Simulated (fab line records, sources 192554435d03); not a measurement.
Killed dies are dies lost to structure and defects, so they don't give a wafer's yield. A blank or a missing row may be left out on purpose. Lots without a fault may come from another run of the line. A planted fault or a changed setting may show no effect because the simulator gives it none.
A struck lot beside a sound one | flow n5_finfet | 13 steps out of a route of 1938
Sound: wafers L583.1, L583.3, L583.6. Struck: wafers L582.1, L582.5, L582.6. The cause comes at the end.
At each step with rows: each side's tool, then ch and its chambers, then its first start. Under that, the readings that differ: sound wafers | struck wafers | difference of the means | sigmas: that difference in standard deviations of wafers without a fault.
alike: readings whose means differ by less than 2 such deviations, and words and numbers that are the same on both sides. not compared: withheld readings, readings that some wafer has no value for, bounds like >300 that may hide the same value, and numbers for which the record gives no deviation and whose values overlap.
The two part at a step that has a row with sigmas, a row that says differs or no value, or rows on one side only. Numbers that don't overlap but have no deviation are shown without sigmas and don't part them. A reading that every wafer of one side lacks parts them only if that side has two wafers or more.

first, 9 steps without rows for these wafers: N5_BEOL_M0_SAQP_EXPOSE_37 (exposes mask M0 CUT1, target cd 30 nm); N5_BEOL_M0_SAQP_PEB_38 (peb time 60 s); N5_BEOL_M0_SAQP_DEVELOP_39 (develop time 30 s); N5_BEOL_M0_SAQP_DESCUM_45 (chemistry O2, time 7 s); N5_BEOL_M0_SAQP_ETCH_88 (etches underlayer in N2/H2, target depth 6.5 nm, time 5.2 s); N5_BEOL_M0_SAQP_ETCH_73 (etches SiARC in CF4, target depth 19.5 nm, time 32.5 s); N5_BEOL_M0_SAQP_CUT_ETCH_46 (etches SOC in N2/H2, target depth 135 nm, overetch 27 nm, time 202.5 s); N5_BEOL_M0_SAQP_STRIP_74 (strips in N2/H2); N5_BEOL_M0_SAQP_STRIP_89 (strips in N2/H2).
N5_BEOL_M0_SAQP_ALD_48: deposits SiO2, target thk 20 nm, pulse time 1 s, co reactant pulse time 1 s.
  sound on ald_sin-03 ch 1,2,3, day 7 05:49; struck on ald_sin-01 ch 2,3, day 6 23:11
  no value came back on the struck wafers for any of 5 readings (ald_cycles, chamber_pressure_Torr (Torr) and others); on the sound wafers ald_cycles reads 139 139 139
then, 1 step without rows for these wafers: N5_BEOL_M0_SAQP_ETCH_49 (etches SiO2 in CF4/O2, target depth 37 nm).
N5_BEOL_M4_RC_MEAS_101:
  the record has rows for the sound wafers here (prober-02 ch 0, day 9 15:07) and none for the struck ones
-- the record jumps here: 7 days lie between the struck wafers' starts before and after (it left off in module BEOL_M4 and takes up again in module PASSIVATION, whose first step shown is number 1936 of the route) --
N5_PASSIVATION_PROBE_49:
  sound on prober-01, day 14 19:34; struck on prober-02, day 14 03:49
  reading                  | sound | struck         | difference | sigmas
  defect_limited_yield (%) | 90.1  | 0 0 0          | -90        | -60
  killed_at_M0_to_M3       | 26    | 1167 1159 1164 | +1137      | +99 or more
  killed_at_M4_up          | 15    | 4 0 1          | -13        | -3
  killed_at_front_end      | 67    | 7 14 11        | -56        | -5
  killed_dies              | 117   | 1180 1180 1180 | +1063      | +59
  killed_on_rim            | 8     | 152 152 152    | +144       | +32
  killed_open              | 84    | 11 20 15       | -69        | -5
  killed_short             | 30    | 4 5 10         | -24        | -3
  sort_bin_5_function (%)  | 6.2   | 72.6 74.5 74.6 | +67.7      | +68
  sort_n_pass              | 1063  | 0 0 0          | -1063      | -59
  sort_yield_pct (%)       | 90.1  | 0 0 0          | -90        | -60
  alike: killed_at_contacts, killed_at_other, sort_bin_6_memory

WHERE THEY PART
First at N5_BEOL_M0_SAQP_ALD_48; last, within this record, at N5_PASSIVATION_PROBE_49.

WHY: what the simulator had put in
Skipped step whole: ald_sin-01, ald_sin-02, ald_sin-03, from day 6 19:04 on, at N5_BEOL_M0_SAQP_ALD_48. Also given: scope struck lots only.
